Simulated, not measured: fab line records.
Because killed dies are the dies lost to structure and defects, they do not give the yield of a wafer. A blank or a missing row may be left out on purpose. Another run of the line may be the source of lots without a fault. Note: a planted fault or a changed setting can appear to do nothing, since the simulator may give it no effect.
Chamber matching || flow nand harc || NHARC_A_STAIRCASE_TRIM_229 on rie diel-04: 4 sister chambers
The step chemistry O2, time 211.2 s. 4 wafers are shown with their chamber, then 10 later ones without.

## EACH WAFER AND ITS CHAMBER
{"wafer": "L091.4", "chamber": 1, "showerhead plenum p Torr (Torr)": 3.47}
{"wafer": "L091.5", "chamber": 0, "showerhead plenum p Torr (Torr)": 3.61}
{"wafer": "L090.1", "chamber": 3, "showerhead plenum p Torr (Torr)": 3.63}
{"wafer": "L090.4", "chamber": 2, "showerhead plenum p Torr (Torr)": 3.77}

## WAFERS WITH NO CHAMBER GIVEN
{"wafer": "L090.5", "showerhead plenum p Torr (Torr)": 3.77}
{"wafer": "L093.1", "showerhead plenum p Torr (Torr)": 3.47}
{"wafer": "L093.3", "showerhead plenum p Torr (Torr)": 3.61}
{"wafer": "L093.5", "showerhead plenum p Torr (Torr)": 3.63}
{"wafer": "L097.1", "showerhead plenum p Torr (Torr)": 3.62}
{"wafer": "L097.2", "showerhead plenum p Torr (Torr)": 3.61}
{"wafer": "L097.6", "showerhead plenum p Torr (Torr)": 3.47}
{"wafer": "L096.2", "showerhead plenum p Torr (Torr)": 3.47}
{"wafer": "L096.4", "showerhead plenum p Torr (Torr)": 3.76}
{"wafer": "L096.5", "showerhead plenum p Torr (Torr)": 3.76}

## WHICH CHAMBER EACH WENT THROUGH
{"wafer": "L090.5", "from the rows above": 2, "in truth": 2}
{"wafer": "L093.1", "from the rows above": 1, "in truth": 1}
{"wafer": "L093.3", "from the rows above": 0, "in truth": 0}
{"wafer": "L093.5", "from the rows above": 3, "in truth": 3}
{"wafer": "L097.1", "from the rows above": "can't be placed: 3 or 0", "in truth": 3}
{"wafer": "L097.2", "from the rows above": 0, "in truth": 0}
{"wafer": "L097.6", "from the rows above": 1, "in truth": 1}
{"wafer": "L096.2", "from the rows above": 1, "in truth": 1}
{"wafer": "L096.4", "from the rows above": 2, "in truth": 2}
{"wafer": "L096.5", "from the rows above": 2, "in truth": 2}
Correctly placed: 9 of 10. Cannot be placed on the basis of these rows: 1; the candidates contain the true chamber in 1. 0 placed wrongly.
How it was worked out, from the rows above alone: a wafer's distance from a chamber is the root of the sum, over the readings, of the square of ((its reading less the chamber's mean) divided by the reading's scatter). The wafer belongs to the nearest chamber; if the next one is less than 2 further off, it can't be placed. The mean given for a chamber averages the wafers shown for that chamber. The scatter (one wafer shown for each chamber): square how far every hidden wafer sits from the nearest shown wafer, average those squares and take the square root.
